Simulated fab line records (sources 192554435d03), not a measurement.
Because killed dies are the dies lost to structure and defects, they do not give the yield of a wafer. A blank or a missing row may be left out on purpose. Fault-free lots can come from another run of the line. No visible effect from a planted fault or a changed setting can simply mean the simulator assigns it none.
fab line records    flow n5-finfet    part 2 of 2: steps 7 to 7 of 7
record: lots: 10  wafers: 28  last-day: 17
route steps=1938 shown STI_FIN_REVEAL@187 DUMMY_GATE@214 BEOL_M4@1111 PASSIVATION@1936
lots untouched by any fault: they come from a run of this same line in which no faults occurred
start-h: hours from the record's first day to the start of the lot's first wafer shown    wait-h: hours since the lot's step before    " same as the row above    L1.1+2: a row that stands for several wafers    - no value, or no start given    * or withheld: withheld    < > ~ a bound
route shown NAME@n: a module of which the file shows steps, and the number in the route of the first    usual: mean/standard deviation taken from wafers without a fault    same: alike in all rows    chamber/n: place in a boat    sites: each site's reading    _std_site: the values' standard deviation    _edge_site: mean of outer sites minus mean of inner sites    radius-mm: for every site, how far away it sits from the centre of the wafer    mask NAME#n: copy n    behind: the most recent tool/chamber to have shaped the wafer    hold: cause of the lot's hold/its duration in hours/its outcome    device: the transistor (n, p or np) that didn't switch    end of line: the same wafers' tests at the end of the route    a step with no rows: only its recipe    killed: at the first sort, the dies lost to defects and structure; wafer yield is something else    map: a wafer's dies, x killed, . not, _ none there
set.NAME: the setting the step ran with; set.NAME@STEP: the setting that earlier step ran with    model.NAME: the simulator's own value behind a step, which no gauge read
steps of the route over a sample of lots; a table a step, a row a wafer
services: the hour from which a tool's chamber was out of use, counted from the record's first day as start-h (under 0 if before that day), plus the number of hours and why
== steps ==
step: N5_PASSIVATION_PROBE_49
usual: defect-limited-yield: 91.0/1.3  killed_at_M0_to_M3: 36/9.5  killed_at_M4_up: 14/5.6  killed-at-contacts: 12/6.4  killed-at-front-end: 40/10  killed-at-other: 3.2/3  killed-dies: 107/15  killed-open: 69/12  killed-short: 35/7.7  sort_bin_4_leakage: 0/0  sort_bin_5_function: 5.3/0.91  sort_bin_6_memory: 3.3/0.65  sort_bin_8_speed: 0.00/0.012  sort-n-pass: 1073/15  sort-yield-pct: 91.0/1.3
same: gross-dies: 1180  killed-at-back-side: 0
lot.wafer  tool       chamber  start-h  wait-h  defect-limited-yield[%]  killed_at_M0_to_M3  killed_at_M4_up  killed-at-contacts  killed-at-front-end  killed-at-other  killed-dies  killed-open  killed-short  sort_bin_4_leakage[%]  sort_bin_5_function[%]  sort_bin_6_memory[%]  sort_bin_8_speed[%]  sort-n-pass  sort-yield-pct[%]
L809.2     prober-02  -        270.16   0.1     92.6                     34                  13               6                   32                   2                87           57           29            0                      5.0                     2.1                   0                    1093         92.6
L809.3     prober-02  -        270.21   0.1     91.4                     35                  25               14                  26                   2                102          63           38            0                      4.2                     4.0                   0                    1078         91.4
L809.4     prober-02  -        270.26   0.2     92.8                     38                  7                12                  27                   1                85           61           24            0                      3.6                     3.3                   0                    1095         92.8
L810.3     prober-01  -        273.09   0.1     91.6                     46                  12               6                   35                   0                99           63           36            0                      5.8                     2.3                   0                    1081         91.6
L810.5     prober-01  -        273.19   0.2     91.2                     42                  11               14                  34                   3                104          74           24            0                      5.0                     3.3                   0                    1076         91.2
L811.1     prober-02  -        275.74   0.0     88.9                     53                  12               27                  36                   3                131          79           44            0                      6.5                     3.9                   0                    1049         88.9
L811.2     prober-02  -        275.79   0.1     91.4                     38                  17               10                  35                   1                101          67           32            0                      4.7                     3.6                   0                    1079         91.4
L811.5     prober-02  -        275.94   0.2     92.3                     31                  8                12                  38                   2                91           61           29            0                      5.2                     2.3                   0                    1089         92.3
L817.1     prober-02  -        335.75   0.0     92.5                     29                  15               2                   39                   3                88           64           23            92.54                  4.2                     2.8                   0                    0            0
L817.3     prober-02  -        335.85   0.1     88.9                     41                  27               3                   59                   1                131          92           37            1.44                   6.0                     4.4                   72.71                174          14.7
L817.6     prober-02  -        336.00   0.3     91.4                     43                  8                4                   46                   0                101          67           33            0.08                   5.3                     3.1                   31.27                709          60.1
L819.3     prober-01  -        346.37   0.1     92.0                     22                  19               10                  38                   5                94           60           30            3.81                   4.7                     2.6                   11.19                909          77.0
L819.5     prober-01  -        346.47   0.2     92.0                     24                  13               10                  43                   4                94           55           34            61.02                  4.7                     2.7                   3.64                 323          27.4
L819.6     prober-01  -        346.52   0.3     91.2                     25                  13               15                  45                   6                104          68           32            32.54                  4.8                     3.6                   22.71                424          35.9
L821.1     prober-02  -        347.34   0.0     93.6                     19                  9                8                   36                   3                75           33           40            0                      3.5                     2.3                   3.81                 1060         89.8
L821.3     prober-02  -        347.44   0.1     92.9                     33                  13               8                   27                   3                84           54           29            0                      3.7                     3.0                   3.98                 1049         88.9
L821.4     prober-02  -        347.49   0.2     92.4                     23                  9                7                   43                   8                90           50           32            0.34                   3.8                     3.1                   0.34                 1082         91.7
L822.2     prober-02  -        354.66   0.1     88.4                     58                  13               23                  40                   3                137          92           39            0                      6.3                     4.7                   0                    1043         88.4
L822.3     prober-02  -        354.71   0.1     91.4                     35                  12               13                  41                   1                102          62           33            0                      5.3                     2.5                   0                    1078         91.4
L826.2     prober-02  -        381.78   0.1     90.3                     33                  20               5                   54                   2                114          75           36            0                      6.1                     3.1                   0                    1066         90.3
L826.4     prober-02  -        381.88   0.2     90.2                     36                  22               26                  31                   1                116          77           35            0                      6.1                     3.3                   0                    1064         90.2
L826.5     prober-02  -        381.93   0.2     90.6                     40                  6                13                  50                   2                111          73           27            0                      6.1                     2.5                   0                    1069         90.6
L825.1     prober-01  -        381.91   0.0     91.9                     32                  15               15                  30                   3                95           57           36            0                      4.3                     3.1                   0                    1085         91.9
L825.2     prober-01  -        381.96   0.1     88.6                     51                  16               14                  50                   3                134          95           37            0                      6.9                     4.2                   0                    1046         88.6
L825.3     prober-01  -        382.01   0.1     90.1                     54                  12               21                  25                   5                117          87           28            0                      5.6                     4.2                   0                    1063         90.1
L830.2     prober-01  -        403.38   0.1     91.4                     31                  24               6                   39                   2                102          77           24            0                      4.6                     3.9                   0                    1078         91.4
L830.3     prober-01  -        403.43   0.1     92.2                     36                  10               12                  25                   9                92           63           25            0                      4.5                     3.1                   0                    1088         92.2
L830.5     prober-01  -        403.53   0.2     90.4                     40                  15               27                  29                   2                113          78           33            0                      5.9                     3.2                   0                    1067         90.4
killed by level:class
L809.2 BEOL_M1:geometric-particle:open=8 FIN_SAQP:geometric-particle:open=7 STI_FIN_REVEAL:geometric-particle:open=7 BEOL_M0_SAQP:geometric-particle:short=6 BEOL_M2:geometric-particle:open=6 BEOL_M4:geometric-particle:open=6 FIN_SAQP:geometric-particle:short=5 MOL_CONTACT_COAG:geometric-particle:open=5
L809.3 BEOL_M4:geometric-particle:open=13 BEOL_M2:geometric-particle:open=13 MOL_CONTACT_COAG:geometric-particle:open=10 GATE_CUT:geometric-particle:short=7 BEOL_M2:geometric-particle:short=7 BEOL_M0_SAQP:geometric-particle:short=5 MOL_CONTACT_COAG:geometric-particle:short=4 STARTING-WAFER:geometric-particle:short=4
L809.4 BEOL_M1:geometric-particle:open=15 MOL_CONTACT_COAG:geometric-particle:open=10 STI_FIN_REVEAL:geometric-particle:open=8 BEOL_M0_SAQP:geometric-particle:open=8 FIN_SAQP:geometric-particle:short=5 BEOL_M0_SAQP:geometric-particle:short=5 BEOL_M0:geometric-particle:open=4 BEOL_M4:geometric-particle:open=4
L810.3 BEOL_M0_SAQP:geometric-particle:short=15 FIN_SAQP:geometric-particle:open=11 STI_FIN_REVEAL:geometric-particle:open=9 BEOL_M0_SAQP:geometric-particle:open=8 BEOL_M3:geometric-particle:open=7 FIN_SAQP:geometric-particle:short=6 MOL_CONTACT_COAG:geometric-particle:open=6 BEOL_M1:geometric-particle:open=5
L810.5 MOL_CONTACT_COAG:geometric-particle:open=13 STI_FIN_REVEAL:geometric-particle:open=11 BEOL_M0_SAQP:geometric-particle:open=11 BEOL_M1:geometric-particle:open=9 BEOL_M0_SAQP:geometric-particle:short=8 BEOL_M2:geometric-particle:open=6 HKMG_FIN:area-etch=5 BEOL_M0:geometric-particle:open=4
L811.1 MOL_CONTACT_COAG:geometric-particle:open=21 BEOL_M2:geometric-particle:open=12 BEOL_M3:geometric-particle:open=10 BEOL_M1:geometric-particle:open=8 FIN_SAQP:geometric-particle:short=7 BEOL_M0_SAQP:geometric-particle:short=7 MOL_CONTACT_COAG:geometric-particle:short=6 BEOL_M0_SAQP:geometric-particle:open=6
L811.2 BEOL_M3:geometric-particle:open=12 FIN_SAQP:geometric-particle:open=10 BEOL_M1:geometric-particle:open=10 MOL_CONTACT_COAG:geometric-particle:open=9 FIN_SAQP:geometric-particle:short=7 BEOL_M4:geometric-particle:open=7 GATE_CUT:geometric-particle:short=5 DUMMY_GATE:geometric-particle:open=4
L811.5 MOL_CONTACT_COAG:geometric-particle:open=9 GATE_CUT:geometric-particle:open=8 BEOL_M1:geometric-particle:open=7 FIN_SAQP:geometric-particle:short=5 FIN_SAQP:geometric-particle:open=5 STI_FIN_REVEAL:geometric-particle:open=5 BEOL_M0_SAQP:geometric-particle:short=5 BEOL_M3:geometric-particle:open=5
L817.1 BEOL_M0_SAQP:geometric-particle:open=10 FIN_SAQP:geometric-particle:open=9 FIN_SAQP:geometric-particle:short=8 STI_FIN_REVEAL:geometric-particle:open=8 BEOL_M3:geometric-particle:open=8 GATE_CUT:geometric-particle:open=7 BEOL_M4:geometric-particle:open=7 BEOL_M1:geometric-particle:open=3
L817.3 BEOL_M4:geometric-particle:open=16 BEOL_M1:geometric-particle:open=15 STI_FIN_REVEAL:geometric-particle:open=14 FIN_SAQP:geometric-particle:short=12 BEOL_M3:geometric-particle:open=10 FIN_SAQP:geometric-particle:open=8 STARTING-WAFER:geometric-particle:open=7 BEOL_M0_SAQP:geometric-particle:open=6
L817.6 BEOL_M3:geometric-particle:open=13 BEOL_M0_SAQP:geometric-particle:short=10 BEOL_M1:geometric-particle:open=10 FIN_SAQP:geometric-particle:open=8 GATE_CUT:geometric-particle:short=7 GATE_CUT:geometric-particle:open=7 BEOL_M0_SAQP:geometric-particle:open=6 FIN_SAQP:geometric-particle:short=5
L819.3 BEOL_M4:geometric-particle:open=9 MOL_CONTACT_COAG:geometric-particle:open=7 BEOL_M0_SAQP:geometric-particle:open=7 FIN_SAQP:geometric-particle:short=6 STI_FIN_REVEAL:geometric-particle:open=5 FIN_SAQP:geometric-particle:open=4 GATE_CUT:geometric-particle:short=4 BEOL_M0_SAQP:geometric-particle:short=4
L819.5 FIN_SAQP:geometric-particle:open=9 BEOL_M4:geometric-particle:open=8 BEOL_M0:geometric-particle:open=7 GATE_CUT:geometric-particle:short=5 MOL_CONTACT_COAG:geometric-particle:open=5 MOL_CONTACT_COAG:geometric-particle:short=5 STARTING-WAFER:geometric-particle:open=5 FIN_SAQP:geometric-particle:short=4
L819.6 MOL_CONTACT_COAG:geometric-particle:open=13 STI_FIN_REVEAL:geometric-particle:open=10 BEOL_M1:geometric-particle:open=8 FIN_SAQP:geometric-particle:open=5 FIN_SAQP:geometric-particle:short=5 BEOL_M0_SAQP:geometric-particle:short=5 GATE_CUT:geometric-particle:short=5 BEOL_M2:geometric-particle:open=5
L821.1 FIN_SAQP:geometric-particle:short=9 FIN_SAQP:geometric-particle:open=6 MOL_CONTACT_COAG:geometric-particle:open=6 BEOL_M0_SAQP:geometric-particle:short=5 BEOL_M1:geometric-particle:short=5 BEOL_M0_SAQP:geometric-particle:open=4 GATE_CUT:geometric-particle:short=3 ILD0:geometric-particle:open=3
L821.3 BEOL_M0_SAQP:geometric-particle:short=14 BEOL_M0_SAQP:geometric-particle:open=9 FIN_SAQP:geometric-particle:open=8 MOL_CONTACT_COAG:geometric-particle:open=8 BEOL_M1:geometric-particle:open=7 FIN_SAQP:geometric-particle:short=4 BEOL_M4:geometric-particle:open=4 BEOL_M3:geometric-particle:open=3
L821.4 FIN_SAQP:geometric-particle:short=15 HKMG_FIN:area-etch=7 MOL_CONTACT_COAG:geometric-particle:open=6 BEOL_M1:geometric-particle:open=6 BEOL_M3:geometric-particle:open=6 GATE_CUT:geometric-particle:open=5 BEOL_M4:geometric-particle:open=5 GATE_CUT:geometric-particle:short=4
L822.2 MOL_CONTACT_COAG:geometric-particle:open=20 BEOL_M0_SAQP:geometric-particle:open=17 BEOL_M0_SAQP:geometric-particle:short=13 BEOL_M3:geometric-particle:open=12 STI_FIN_REVEAL:geometric-particle:open=10 STI_FIN_REVEAL:geometric-particle:short=7 BEOL_M4:geometric-particle:open=7 BEOL_M2:geometric-particle:open=6
L822.3 STI_FIN_REVEAL:geometric-particle:open=13 MOL_CONTACT_COAG:geometric-particle:open=11 BEOL_M0_SAQP:geometric-particle:short=10 GATE_CUT:geometric-particle:short=6 BEOL_M4:geometric-particle:open=6 BEOL_M0_SAQP:geometric-particle:open=5 BEOL_M1:geometric-particle:open=5 HKMG_FIN:area-etch=5
L826.2 BEOL_M1:geometric-particle:open=12 BEOL_M4:geometric-particle:open=12 STI_FIN_REVEAL:geometric-particle:open=11 FIN_SAQP:geometric-particle:short=9 BEOL_M2:geometric-particle:open=7 STARTING-WAFER:geometric-particle:open=7 FIN_SAQP:geometric-particle:open=6 DUMMY_GATE:geometric-particle:open=5
L826.4 MOL_CONTACT_COAG:geometric-particle:open=19 BEOL_M4:geometric-particle:open=13 BEOL_M3:geometric-particle:open=12 FIN_SAQP:geometric-particle:open=8 MOL_CONTACT_COAG:geometric-particle:short=7 STI_FIN_REVEAL:geometric-particle:open=5 BEOL_M0_SAQP:geometric-particle:short=5 BEOL_M3:geometric-particle:short=4
L825.1 MOL_CONTACT_COAG:geometric-particle:open=10 FIN_SAQP:geometric-particle:open=8 BEOL_M3:geometric-particle:open=8 BEOL_M0_SAQP:geometric-particle:open=6 FIN_SAQP:geometric-particle:short=5 SPACER0:geometric-particle:short=5 MOL_CONTACT_COAG:geometric-particle:short=5 BEOL_M2:geometric-particle:short=4
L826.5 STI_FIN_REVEAL:geometric-particle:open=11 BEOL_M1:geometric-particle:open=11 DUMMY_GATE:geometric-particle:open=7 MOL_CONTACT_COAG:geometric-particle:open=7 BEOL_M3:geometric-particle:open=7 HKMG_FIN:area-etch=7 BEOL_M2:geometric-particle:open=6 FIN_SAQP:geometric-particle:short=5
L825.2 STI_FIN_REVEAL:geometric-particle:open=11 BEOL_M1:geometric-particle:open=10 FIN_SAQP:geometric-particle:open=9 BEOL_M2:geometric-particle:open=9 BEOL_M0_SAQP:geometric-particle:open=9 MOL_CONTACT_COAG:geometric-particle:open=8 BEOL_M0:geometric-particle:open=7 GATE_CUT:geometric-particle:short=6
L825.3 MOL_CONTACT_COAG:geometric-particle:open=20 BEOL_M1:geometric-particle:open=13 BEOL_M0_SAQP:geometric-particle:open=12 BEOL_M2:geometric-particle:open=10 BEOL_M0_SAQP:geometric-particle:short=9 BEOL_M5:geometric-particle:open=4 FIN_SAQP:geometric-particle:open=3 DUMMY_GATE:geometric-particle:open=3
L830.2 BEOL_M2:geometric-particle:open=14 BEOL_M4:geometric-particle:open=14 DUMMY_GATE:geometric-particle:open=11 FIN_SAQP:geometric-particle:open=6 MOL_CONTACT_COAG:geometric-particle:open=5 BEOL_M3:geometric-particle:open=5 FIN_SAQP:geometric-particle:short=4 STARTING-WAFER:geometric-particle:short=4
L830.3 BEOL_M3:geometric-particle:open=14 MOL_CONTACT_COAG:geometric-particle:open=9 BEOL_M0:geometric-particle:open=5 STI_FIN_REVEAL:geometric-particle:open=4 DUMMY_GATE:geometric-particle:open=4 BEOL_M0_SAQP:geometric-particle:open=4 BEOL_M0_SAQP:geometric-particle:short=4 BEOL_M2:geometric-particle:open=4
L830.5 MOL_CONTACT_COAG:geometric-particle:open=21 BEOL_M0_SAQP:geometric-particle:open=7 BEOL_M1:geometric-particle:open=7 BEOL_M2:geometric-particle:short=7 BEOL_M4:geometric-particle:open=7 STI_FIN_REVEAL:geometric-particle:open=6 MOL_CONTACT_COAG:geometric-particle:short=6 BEOL_M3:geometric-particle:open=6
== services ==
tool         chamber  start-h  hours  kind
rie-diel-03  0        11.54    4.0    repair
cmp-02       -        11.87    1.5    repair
cmp-04       -        25.74    3.8    pm
cmp-03       -        28.16    4.0    pm
ald-sin-03   -        28.32    2.6    repair
rie-diel-04  2        31.94    2.5    repair
ald-sin-03   0        33.00    12.5   repair
ald-sin-02   3        36.99    8.6    repair
cmp-04       -        46.05    7.2    pm
rie-diel-03  0        54.03    -      clean
rie-diel-03  0        54.03    -      consumable-replace:focus-ring
rie-diel-03  0        54.03    24.2   scheduled-down
ald-sin-03   2        65.32    6.0    repair
cmp-03       -        71.24    4.3    repair
rie-diel-06  3        81.71    6.0    repair
ald-sin-03   -        85.89    14.0   pm
cmp-03       -        96.44    0.5    repair
rie-diel-03  -        97.60    2.8    pm
cmp-02       -        102.12   2.7    repair
cmp-02       -        119.96   2.1    repair
rie-diel-04  1        120.81   9.9    repair
cmp-02       -        135.25   4.0    pm
rie-diel-04  0        148.13   8.1    repair
cmp-04       -        159.73   1.9    repair
== key ==
first-sign: step: N5_STI_FIN_REVEAL_FIN_H_MEAS_10  reading: trench-depth-nm  direction: down  sigmas: 4.5  usual: 52.0  struck: 48.2
effect: step: N5_BEOL_M4_RC_MEAS_101  reading: SS_N  direction: up  sigmas: 11  usual: 71.5  struck: 77.9
effect: step: N5_BEOL_M4_RC_MEAS_101  reading: IOFF_N  direction: up  sigmas: 8.8  usual: 0.160  struck: 0.415  wafers-moved: 8
effect: step: N5_BEOL_M4_RC_MEAS_101  reading: IOFF_N_85C  direction: up  sigmas: 7.5  usual: 3.1  struck: 6.8  wafers-moved: 8
effect: step: N5_BEOL_M4_RC_MEAS_101  reading: SS_P  direction: up  sigmas: 3.7  usual: 73.3  struck: 75.7  wafers-moved: 7
effect: step: N5_BEOL_M4_RC_MEAS_101  reading: DIBL_N  direction: up  sigmas: 3.6  usual: 36.0  struck: 41.9  wafers-moved: 8
effect: step: N5_BEOL_M4_RC_MEAS_101  reading: ION_P  direction: down  sigmas: 3.5  usual: 464  struck: 433
effect: step: N5_BEOL_M4_RC_MEAS_101  reading: ION_N  direction: down  sigmas: 3.4  usual: 675  struck: 631
effect: step: N5_BEOL_M4_RC_MEAS_101  reading: IOFF_P  direction: up  sigmas: 2.9  usual: 0.21  struck: 0.33  wafers-moved: 5
effect: step: N5_BEOL_M4_RC_MEAS_101  reading: DIBL_P  direction: up  sigmas: 1.5  usual: 36.1  struck: 39.1  wafers-moved: 2
effect: step: N5_PASSIVATION_PROBE_49  reading: sort_bin_4_leakage  direction: up  sigmas: 99+  usual: 0  struck: 21.31  wafers-moved: 6
met-at N5_STI_FIN_REVEAL_ETCHBACK_08
struck-lots L817,L819,L821
not-acting-at N5_STI_FIN_REVEAL_CMP_04,N5_DUMMY_GATE_ALD_02,N5_DUMMY_GATE_THK_MEAS_05
onset-between 39.61 82.32
fault: kind: process-parameter-drift  tool: rie-diel-03  chamber: -  onset-h: 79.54  steps: N5_STI_FIN_REVEAL_ETCHBACK_08  channel: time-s  offset: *  shape: step  end-h: 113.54  acts-in: *  stated: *
